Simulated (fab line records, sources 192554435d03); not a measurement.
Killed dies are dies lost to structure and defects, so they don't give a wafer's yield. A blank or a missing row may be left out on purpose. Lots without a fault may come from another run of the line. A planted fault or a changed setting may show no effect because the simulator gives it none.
Split-lot experiment | flow n5_finfet | 7 lots, 21 wafers read, on a route of 1938 steps

THE SPLIT
At N5_BEOL_M0_SAQP_CUT_ETCH_46 (etches SOC in N2/H2, target depth 135 nm, overetch 27 nm, time 202.5 s), the setting source_w was moved away from the recipe's 840 W on 7 of the 21 wafers read, by -7.9% to +15.9%. The other wafers ran this setting at the recipe's value.

The reading is taken at the split's own step.

THE READING
rf_vpp_V, in V, at N5_BEOL_M0_SAQP_CUT_ETCH_46 (etches SOC in N2/H2, target depth 135 nm, overetch 27 nm, time 202.5 s). Fault-free wafers of this fab line usually give 524.6 V, standard deviation 1.7 V.

wafer  | tool, chamber at the split | source_w as run, W | against the recipe | rf_vpp_V, V | against lot-mates on the recipe
L080.4 | rie_diel-04, 0             | 973.7              | +15.9%             | 500.7       | no lot-mate on the recipe
L080.5 | rie_diel-04, 2             | 973.7              | +15.9%             | 495.2       | no lot-mate on the recipe
L080.6 | rie_diel-04, 1             | 973.7              | +15.9%             | 500.8       | no lot-mate on the recipe
L084.2 | rie_diel-04, 3             | 840                | recipe             | 525.0       | -
L084.4 | rie_diel-04, 0             | 840                | recipe             | 525.2       | -
L084.5 | rie_diel-04, 0             | 840                | recipe             | 524.0       | -
L086.1 | rie_diel-02, 1             | 773.6              | -7.9%              | 537.6       | +11.7
L086.2 | rie_diel-02, 0             | 773.6              | -7.9%              | 537.7       | +11.8
L086.3 | rie_diel-02, 2             | 840                | recipe             | 525.9       | -
L092.2 | rie_diel-02, 0             | 840                | recipe             | 524.6       | -
L092.4 | rie_diel-02, 3             | 840                | recipe             | 527.0       | -
L092.5 | rie_diel-02, 1             | 840                | recipe             | 525.3       | -
L093.3 | rie_diel-02, 1             | 840                | recipe             | 524.5       | -
L093.4 | rie_diel-02, 0             | 840                | recipe             | 523.7       | -
L093.6 | rie_diel-02, 0             | 840                | recipe             | 522.8       | -
L094.1 | rie_diel-04, 2             | 918                | +9.3%              | 505.4       | -18.7
L094.5 | rie_diel-04, 1             | 918                | +9.3%              | 510.5       | -13.6
L094.6 | rie_diel-04, 0             | 840                | recipe             | 524.1       | -
L097.2 | rie_diel-04, 0             | 840                | recipe             | 522.6       | -
L097.4 | rie_diel-04, 3             | 840                | recipe             | 524.1       | -
L097.6 | rie_diel-04, 0             | 840                | recipe             | 525.4       | -

THE FIT
A straight line over all 21 wafers: rf_vpp_V changes by -1.64 V for each +1% of source_w; r = -0.99; the points scatter about the line by 1.7 V.
The same after taking each lot's own level away (the mean of its wafers on the recipe; 18 wafers): -1.63 V for each +1%; r = -0.98; scatter 1.3 V.
On that fit, the largest move of source_w shifts the reading by 26 V.
The lots' own levels span 523.67 to 525.90 V, that is 1.3 times the standard deviation above.
So the lot-to-lot level changes the slope little: the two slopes agree.
Check: with one of the wafers moved furthest among these (+9.3%) left out of the fit, the line predicts -13.7 V for it against its lot-mates. It came out at -18.7 V against them.
Tool readings at the split's step, against how far the setting was moved: rf_vpp_V r = -0.99.

OTHER SPLITS ON THESE WAFERS
These wafers also went through other splits before the reading. Each is held against what the fit with the lots' levels taken away leaves over:
other split on the same wafers          | wafers away from the commonest value | r with rf_vpp_V (lot level and that fit taken away)
N5_MOL_CONTACT_COAG_PECVD_31 temp_c     | 5                                    | -0.25
N5_MOL_CONTACT_COAG_COAT_78 spin_rpm    | 4                                    | -0.02
N5_MOL_CONTACT_COAG_ETCHBACK_135 time_s | 11                                   | +0.16
N5_MOL_CONTACT_COAG_COAT_64 spin_rpm    | 8                                    | -0.11
N5_BEOL_M0_SAQP_EXPOSE_11 dose_mj       | 7                                    | +0.13
N5_BEOL_M0_SAQP_PEB_12 peb_time_s       | 8                                    | +0.20

THE FILE'S OWN FIT
rf_vpp_V changes by -1.63 V for each +1% of source_w, r = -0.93.
